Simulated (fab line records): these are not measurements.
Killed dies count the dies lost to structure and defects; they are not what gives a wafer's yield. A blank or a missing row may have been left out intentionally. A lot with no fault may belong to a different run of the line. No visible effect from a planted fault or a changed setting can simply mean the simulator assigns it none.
What tool caused it?	flow n5-finfet	36 wafers sampled from 12 lots at 1 step of a route of 1938

## WHAT THE GAUGES SHOWED, per wafer
N5_BEOL_M11_OVL_MEAS_29.
lot	measured	on	V10_OVL (nm)
L074	day 10 20:30	overlay-02	0.0 -1.1 0.7
L077	day 11 06:58	overlay-01	2.1 0.9 0.0
L080	day 11 10:53	overlay-01	0.7 0.3 -0.6
L083	day 12 08:31	overlay-02	-1.1 0.0 0.6
L082	day 12 15:28	overlay-02	-0.3 -0.7 -0.2
L084	day 13 15:10	overlay-02	0.6 -0.6 0.6
L087	day 13 18:16	overlay-01	0.4 0.5 -1.0
L089	day 14 15:01	overlay-02	-0.2 1.3 0.6
L091	day 14 22:26	overlay-01	1.3 0.1 0.1
L094	day 15 09:14	overlay-02	0.6 0.8 -0.2
L095	day 15 16:56	overlay-01	1.0 0.5 2.1
L097	day 16 01:02	overlay-01	1.6 -0.1 1.6

## EACH LOT AND THE TOOL THAT RAN IT (in order: tool; ch and the chambers of the sampled wafers; start)
No process step before these readings appears in the record.

## THE ANSWER, worked out from the rows above alone
Rule: the lots themselves supply what counts as usual. Put in order of their means at a reading, lots are off if they are a third of the lots or fewer, leave a main group of 4 or more, and stand apart from it by a gap of 3 or more times the standard deviation of the main group's means; of several such gaps the widest counts. A main group is skipped when, at the precision printed for the reading in the tables above, its means are all equal. A lot without any number at a reading at which 4 lots or more have one is off too. The other lots that the step has rows for count as sound.
None of the lots is off at any reading shown; this tells nothing.

## WHAT WAS PUT IN BY THE SIMULATOR
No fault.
